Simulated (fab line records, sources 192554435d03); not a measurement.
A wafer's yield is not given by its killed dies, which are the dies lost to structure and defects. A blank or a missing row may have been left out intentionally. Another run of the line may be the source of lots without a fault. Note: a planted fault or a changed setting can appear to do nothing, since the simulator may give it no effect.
Matching of chambers :: flow n5_finfet :: rie_diel-02 running N5_HKMG_FIN_ETCH_86: 4 sister chambers
The step etches SOC in N2/H2, stops on TiN, target depth 393.2 nm. 14 wafers are shown with their chamber, then 7 later ones without.

== WAFERS PAIRED WITH THEIR CHAMBERS ==
wafer: L074.3
chamber: 3
showerhead_plenum_p_Torr (Torr): 2.54
throttle_valve_pct (%): 17.63
oes_product_au (a.u.): 0.75

wafer: L074.4
chamber: 1
showerhead_plenum_p_Torr (Torr): 2.70
throttle_valve_pct (%): 18.05
oes_product_au (a.u.): 0.84

wafer: L074.6
chamber: 0
showerhead_plenum_p_Torr (Torr): 2.67
throttle_valve_pct (%): 17.96
oes_product_au (a.u.): 0.82

wafer: L077.1
chamber: 1
showerhead_plenum_p_Torr (Torr): 2.70
throttle_valve_pct (%): 18.05
oes_product_au (a.u.): 0.85

wafer: L077.3
chamber: 0
showerhead_plenum_p_Torr (Torr): 2.67
throttle_valve_pct (%): 17.96
oes_product_au (a.u.): 0.81

wafer: L077.4
chamber: 2
showerhead_plenum_p_Torr (Torr): 2.51
throttle_valve_pct (%): 17.98
oes_product_au (a.u.): 0.70

wafer: L079.1
chamber: 3
showerhead_plenum_p_Torr (Torr): 2.53
throttle_valve_pct (%): 17.65
oes_product_au (a.u.): 0.75

wafer: L079.5
chamber: 1
showerhead_plenum_p_Torr (Torr): 2.70
throttle_valve_pct (%): 18.07
oes_product_au (a.u.): 0.83

wafer: L079.6
chamber: 0
showerhead_plenum_p_Torr (Torr): 2.67
throttle_valve_pct (%): 17.98
oes_product_au (a.u.): 0.81

wafer: L082.4
chamber: 1
showerhead_plenum_p_Torr (Torr): 2.69
throttle_valve_pct (%): 18.07
oes_product_au (a.u.): 0.82

wafer: L082.5
chamber: 0
showerhead_plenum_p_Torr (Torr): 2.67
throttle_valve_pct (%): 18.00
oes_product_au (a.u.): 0.80

wafer: L082.6
chamber: 3
showerhead_plenum_p_Torr (Torr): 2.53
throttle_valve_pct (%): 17.65
oes_product_au (a.u.): 0.75

wafer: L083.2
chamber: 3
showerhead_plenum_p_Torr (Torr): 2.53
throttle_valve_pct (%): 17.66
oes_product_au (a.u.): 0.74

wafer: L083.5
chamber: 2
showerhead_plenum_p_Torr (Torr): 2.51
throttle_valve_pct (%): 18.00
oes_product_au (a.u.): 0.70

SIGNATURES (averages over the wafers above)
reading: showerhead_plenum_p_Torr
chamber 0: 2.6700
chamber 1: 2.6975
chamber 2: 2.5100
chamber 3: 2.5325
scatter within a chamber: 0.00387

reading: throttle_valve_pct
chamber 0: 17.9750
chamber 1: 18.0600
chamber 2: 17.9900
chamber 3: 17.6475
scatter within a chamber: 0.0147

reading: oes_product_au
chamber 0: 0.8100
chamber 1: 0.8350
chamber 2: 0.7000
chamber 3: 0.7475
scatter within a chamber: 0.0088
Rule: for a wafer and a chamber, the distance is found by dividing, reading by reading, the gap between the wafer's reading and the chamber's mean by the reading's scatter, squaring, summing and taking the root. The wafer belongs to the nearest chamber; if the next one is less than 2 further off, it can't be placed. How the scatter is found: for the shown wafers, subtract from each reading the mean of its chamber, square and add these, divide the total by (wafers less chambers), then take the root.

== WAFERS WHOSE CHAMBER IS MISSING ==
wafer: L083.6
showerhead_plenum_p_Torr (Torr): 2.69
throttle_valve_pct (%): 18.05
oes_product_au (a.u.): 0.83

wafer: L085.2
showerhead_plenum_p_Torr (Torr): 2.53
throttle_valve_pct (%): 17.68
oes_product_au (a.u.): 0.74

wafer: L085.3
showerhead_plenum_p_Torr (Torr): 2.66
throttle_valve_pct (%): 18.01
oes_product_au (a.u.): 0.79

wafer: L085.6
showerhead_plenum_p_Torr (Torr): 2.66
throttle_valve_pct (%): 17.99
oes_product_au (a.u.): 0.79

wafer: L088.1
showerhead_plenum_p_Torr (Torr): 2.69
throttle_valve_pct (%): 18.09
oes_product_au (a.u.): 0.81

wafer: L088.2
showerhead_plenum_p_Torr (Torr): 2.50
throttle_valve_pct (%): 18.02
oes_product_au (a.u.): 0.68

wafer: L088.4
showerhead_plenum_p_Torr (Torr): 2.66
throttle_valve_pct (%): 18.00
oes_product_au (a.u.): 0.79

== WHICH CHAMBER EACH ONE RAN IN ==
wafer: L083.6
from the rows above: 1
in truth: 1

wafer: L085.2
from the rows above: 3
in truth: 3

wafer: L085.3
from the rows above: 0
in truth: 0

wafer: L085.6
from the rows above: 0
in truth: 0

wafer: L088.1
from the rows above: 1
in truth: 1

wafer: L088.2
from the rows above: 2
in truth: 2

wafer: L088.4
from the rows above: 0
in truth: 0
Correct placement for 7 of the 7. Number that these rows cannot place: 0. 0 placed wrongly.
